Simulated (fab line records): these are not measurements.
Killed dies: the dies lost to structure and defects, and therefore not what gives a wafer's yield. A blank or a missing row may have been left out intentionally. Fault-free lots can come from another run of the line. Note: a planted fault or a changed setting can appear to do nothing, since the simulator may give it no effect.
Split-lot trial + flow n5_finfet + on a route of 1938 steps: 7 lots, 39 wafers read

THE SPLIT ITSELF
At N5_BEOL_M8_ILD_DEP_00 (deposits SiCOH lowk from DEMS/porogen, target thk 179.75 nm, time 33.4 s), the setting time_s was moved away from the recipe's 33.4 s on 6 of the 39 wafers read, by +20.3% to +45.2%. For the rest of the wafers, this setting stayed at what the recipe calls for.

FROM THE SPLIT TO THE READING: what the file shows between them, 1 step
- N5_BEOL_M8_CURE_74: cures SiCOH lowk, time 240 s

THE READING
M8_ILD_THK at N5_BEOL_M8_THK_MEAS_01, in nm. A value of 155.7 nm with a standard deviation of 1.9 nm is what fault-free wafers of this fab line usually give.

| wafer  | tool, chamber at the split | time_s as run, s | against the recipe | M8_ILD_THK, nm | against lot-mates on the recipe |
|--------|----------------------------|------------------|--------------------|----------------|---------------------------------|
| L075.1 | pecvd-01, 1                | 33.4             | recipe             | 154.7          | -                               |
| L075.2 | pecvd-01, 0                | 33.4             | recipe             | 154.9          | -                               |
| L075.3 | pecvd-01, 1                | 33.4             | recipe             | 155.9          | -                               |
| L075.4 | pecvd-01, 0                | 33.4             | recipe             | 157.8          | -                               |
| L075.5 | pecvd-01, 1,0              | 33.4             | recipe             | 157.6          | -                               |
| L075.6 | pecvd-01, 1,0              | 33.4             | recipe             | 157.4          | -                               |
| L077.1 | pecvd-03, 2                | 33.4             | recipe             | 151.4          | -                               |
| L077.2 | pecvd-03, 0                | 33.4             | recipe             | 154.1          | -                               |
| L077.3 | pecvd-03, 1                | 33.4             | recipe             | 151.7          | -                               |
| L077.4 | pecvd-03, 0                | 33.4             | recipe             | 156.3          | -                               |
| L077.5 | pecvd-03, 2                | 33.4             | recipe             | 154.2          | -                               |
| L077.6 | pecvd-03, 1                | 33.4             | recipe             | 155.2          | -                               |
| L080.1 | pecvd-03, 2                | 48.5             | +45.2%             | 221.6          | +65.8                           |
| L080.2 | pecvd-03, 1                | 48.5             | +45.2%             | 220.4          | +64.6                           |
| L080.3 | pecvd-03, 0                | 33.4             | recipe             | 154.4          | -                               |
| L080.4 | pecvd-03, 2                | 33.4             | recipe             | 156.4          | -                               |
| L080.5 | pecvd-03, 1                | 48.5             | +45.2%             | 224.0          | +68.2                           |
| L080.6 | pecvd-03, 0                | 33.4             | recipe             | 156.6          | -                               |
| L079.1 | pecvd-01, 0                | 33.4             | recipe             | 152.5          | -                               |
| L079.2 | pecvd-01, 2                | 33.4             | recipe             | 153.7          | -                               |
| L079.3 | pecvd-01, 1                | 33.4             | recipe             | 155.2          | -                               |
| L079.4 | pecvd-01, 0                | 33.4             | recipe             | 158.4          | -                               |
| L079.5 | pecvd-01, 2                | 33.4             | recipe             | 157.2          | -                               |
| L079.6 | pecvd-01, 1                | 33.4             | recipe             | 156.7          | -                               |
| L082.1 | pecvd-04, 2                | 33.4             | recipe             | 152.8          | -                               |
| L082.2 | pecvd-04, 1                | 33.4             | recipe             | 154.9          | -                               |
| L082.3 | pecvd-04, 0                | 33.4             | recipe             | 156.9          | -                               |
| L082.4 | pecvd-04, 2                | 33.4             | recipe             | 155.8          | -                               |
| L082.5 | pecvd-04, 0                | 33.4             | recipe             | 158.9          | -                               |
| L082.6 | pecvd-04, 1                | 33.4             | recipe             | 158.6          | -                               |
| L088.1 | pecvd-01, 1                | 40.19            | +20.3%             | 182.9          | +27.1                           |
| L088.2 | pecvd-01, 2                | 40.19            | +20.3%             | 184.9          | +29.1                           |
| L088.3 | pecvd-01, 0                | 33.4             | recipe             | 154.3          | -                               |
| L088.4 | pecvd-01, 1                | 40.19            | +20.3%             | 187.1          | +31.3                           |
| L088.5 | pecvd-01, 2                | 33.4             | recipe             | 157.2          | -                               |
| L088.6 | pecvd-01, 0                | 33.4             | recipe             | 155.9          | -                               |
| L094.1 | pecvd-01, 2                | 33.4             | recipe             | 156.5          | -                               |
| L094.2 | pecvd-01, 0                | 33.4             | recipe             | 153.9          | -                               |
| L094.5 | pecvd-01, 2                | 33.4             | recipe             | 158.0          | -                               |
Rows listing several chambers each stand for several wafers; the file does not say which wafer went through which chamber.

THE FIT
A straight line over all 39 wafers: M8_ILD_THK changes by +1.46 nm for each +1% of time_s; r = +0.99; the points scatter about the line by 1.9 nm.
The same after taking each lot's own level away (the mean of its wafers on the recipe; 39 wafers): +1.46 nm for each +1%; r = +1.00; scatter 1.7 nm.
On that fit, the largest move of time_s shifts the reading by 66 nm.
Measured against the standard deviation above, the lots' own levels, which go from 153.82 to 156.38 nm, span 1.4 times it.
The two slopes agree, so the slope changes little with the lot-to-lot level.
Check: for one of the wafers moved furthest among these (+45.2%), held out of the fit, the line's prediction against its lot-mates is +66 nm. It came out at +65.8 nm against them.

THE WHOLE CHAIN: every reading that the file lists as answering this split, in the file's order
| step                   | what it does                                                             | reading                                                                                  | change (the file's fit)              | r (the file's) |
|------------------------|--------------------------------------------------------------------------|------------------------------------------------------------------------------------------|--------------------------------------|----------------|
| N5_BEOL_M8_ILD_DEP_00  | deposits SiCOH lowk from DEMS/porogen, target thk 179.75 nm, time 33.4 s | SiCOH_lowk_of_BEOL_M8_ILD_DEP_00.thk_nm (the simulator's own value, which no gauge read) | +1.67 nm for each +1% of the setting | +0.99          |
| N5_BEOL_M8_CURE_74     | cures SiCOH lowk, time 240 s                                             | SiCOH_lowk_of_BEOL_M8_ILD_DEP_00.thk_nm (the simulator's own value, which no gauge read) | +1.46 nm for each +1% of the setting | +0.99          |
| N5_BEOL_M8_THK_MEAS_01 |                                                                          | M8_ILD_THK                                                                               | +1.46 for each +1% of the setting    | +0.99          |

FILE'S OWN FIT
M8_ILD_THK changes by +1.46 nm for each +1% of time_s, r = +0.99.
